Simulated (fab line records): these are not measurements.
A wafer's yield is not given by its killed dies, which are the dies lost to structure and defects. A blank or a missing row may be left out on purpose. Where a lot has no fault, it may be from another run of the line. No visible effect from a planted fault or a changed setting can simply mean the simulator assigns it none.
A struck lot beside a sound one + flow n5Finfet + 16 out of 1938 route steps
Sound: these wafers, L608.2, L608.3, L608.6. The struck wafers were L627.1, L627.3, L627.6. The cause is given at the end.
Each step with rows lists, per side, the tool, then ch with its chambers, then its first start. Under that, the readings that differ: sound wafers + struck wafers + difference of the means + sigmas: that difference in standard deviations of wafers without a fault.
alike: readings whose means differ by less than 2 such deviations, and words and numbers that are the same on both sides. not compared: withheld readings, readings that some wafer has no value for, bounds like >300 that may hide the same value, and numbers for which the record gives no deviation and whose values overlap.
The two part at a step that has a row with sigmas, a row that says differs or no value, or rows on one side only. When numbers do not overlap yet have no deviation, they are printed without sigmas and do not part them. A reading missing from all wafers of one side parts the sides only when that side holds two or more wafers.

first, 1 step without rows for these wafers: N5_HKMG_FIN_WET_ETCH_18 (etches TiN in SC1, time 55 s, target depth 5.2 nm, rinse time 30 s).
N5_HKMG_FIN_STRIP_19: strips in N2/H2, time 360 s.
  sound on plasmaAsher-01 ch 0,1, day 4 22:16; struck on plasmaAsher-02 ch 0,1, day 9 18:13
| reading                  | sound          | struck         | difference | sigmas |
|--------------------------|----------------|----------------|------------|--------|
| drypumpMotorCurrentA (A) | 5.67 5.47 5.68 | 4.96 4.97 5.14 | -0.58      | -2     |
  alike: h2FlowSccm, heaterPowerW
  not compared: rfHoursCounterH
N5_HKMG_FIN_ALD_91: deposits TiN, target thk 1 nm, pulse time 1 s, purge time 3 s.
  sound on aldMetal-04 ch 0,1, day 4 22:39; struck on aldMetal-04 ch 0,1,3, day 9 18:35
  alike: heaterPowerW, precursorPulseHeightRel
then, 2 steps without rows for these wafers: N5_HKMG_FIN_COAT_85 (time 60 s, resist thk 300 nm); N5_HKMG_FIN_ETCH_86 (etches SOC in N2/H2, stops on TiN, target depth 393.2 nm).
N5_HKMG_FIN_STRIP_89: strips SOC in N2/H2, time 20 s.
  sound on rieDiel-04 ch 0,1, day 4 23:05; struck on rieDiel-01 ch 1,3, day 9 19:10
| reading                  | sound             | struck            | difference | sigmas |
|--------------------------|-------------------|-------------------|------------|--------|
| drypumpMotorCurrentA (A) | 5.3 5.6 5.5       | 6.2 6.7 6.2       | +0.9       | +2     |
| rfFwdPowerW (W)          | 495.0 494.2 492.5 | 498.2 496.2 498.3 | +3.7       | +2     |
  alike: h2FlowSccm, oesProductAu, powerW, rfVppV, showerheadPlenumPTorr, throttleValvePct
  not compared: rfHoursCounterH
then, 1 step without rows for these wafers: N5_HKMG_FIN_WET_ETCH_87 (etches TiN in SC1, time 154.2 s, target depth 4.7 nm, rinse time 30 s).
N5_HKMG_FIN_STRIP_88: strips in N2/H2, time 360 s.
  sound on plasmaAsher-01 ch 0,1, day 4 23:17; struck on plasmaAsher-01 ch 1, day 9 19:22
  alike: drypumpMotorCurrentA, h2FlowSccm, heaterPowerW
  not compared: rfHoursCounterH
N5_HKMG_FIN_NWFM_ALD_20: deposits TiAlC, target thk 2 nm, pulse time 3 s, purge time 2 s.
  sound on aldMetal-01 ch 0,1,2, day 4 23:40; struck on aldMetal-01 ch 0,1,2, day 9 19:45
  alike: heaterPowerW, precursorPulseHeightRel
then, 3 steps without rows for these wafers: N5_HKMG_FIN_ALD_71 (deposits TiN, target thk 1 nm, pulse time 1 s, purge time 3 s); N5_HKMG_FIN_COAT_66 (time 60 s, resist thk 300 nm); N5_HKMG_FIN_ETCH_67 (etches SOC in N2/H2, stops on TiN, target depth 388.9 nm).
N5_HKMG_FIN_STRIP_90: strips SOC in N2/H2, time 20 s.
  sound on rieDiel-02 ch 2,3, day 5 00:10; struck on rieDiel-02 ch 1,3, day 9 20:15
| reading             | sound             | struck            | difference | sigmas      |
|---------------------|-------------------|-------------------|------------|-------------|
| oesProductAu (a.u.) | 0.73 0.78 0.73    | 0.51 0.56 0.51    | -0.22      | -3          |
| powerW (W)          | 502.1 498.6 501.8 | 293.1 288.4 291.3 | -209.9     | -99 or more |
  alike: drypumpMotorCurrentA, h2FlowSccm, rfFwdPowerW, rfVppV, showerheadPlenumPTorr, throttleValvePct
  not compared: rfHoursCounterH
then, 1 step without rows for these wafers: N5_HKMG_FIN_WET_ETCH_73 (etches the open film in SC1, time 42.3 s, target depth 1.3 nm, rinse time 30 s).
-- record jumps: 4 days separate the struck wafers' starts on either side; left off in module HKMG_FIN, taken up again in module BEOL_M4, whose first shown step is the route's number 1111 --
N5_BEOL_M4_RC_MEAS_101:
  sound on prober-02 ch 0, day 8 13:03; struck on prober-02 ch 0, day 13 13:01
| reading       | sound          | struck         | difference | sigmas |
|---------------|----------------|----------------|------------|--------|
| ION_N (uA/um) | 661 662 660    | 693 682 688    | +27        | +2     |
| ION_P (uA/um) | 453 445 453    | 472 466 476    | +21        | +3     |
| VT_P (mV)     | -252 -254 -258 | -249 -246 -246 | +8         | +2     |
  alike: DIBL_N, DIBL_P, IOFF_N, IOFF_P, SS_N, SS_P, VT_N
after that, 1 step had no rows for these wafers: N5_PASSIVATION_PROBE_49.

== WHERE THEY PART ==
Earliest at N5_HKMG_FIN_STRIP_19; latest, in this record, at N5_BEOL_M4_RC_MEAS_101.

WHY: the cause the simulator had injected
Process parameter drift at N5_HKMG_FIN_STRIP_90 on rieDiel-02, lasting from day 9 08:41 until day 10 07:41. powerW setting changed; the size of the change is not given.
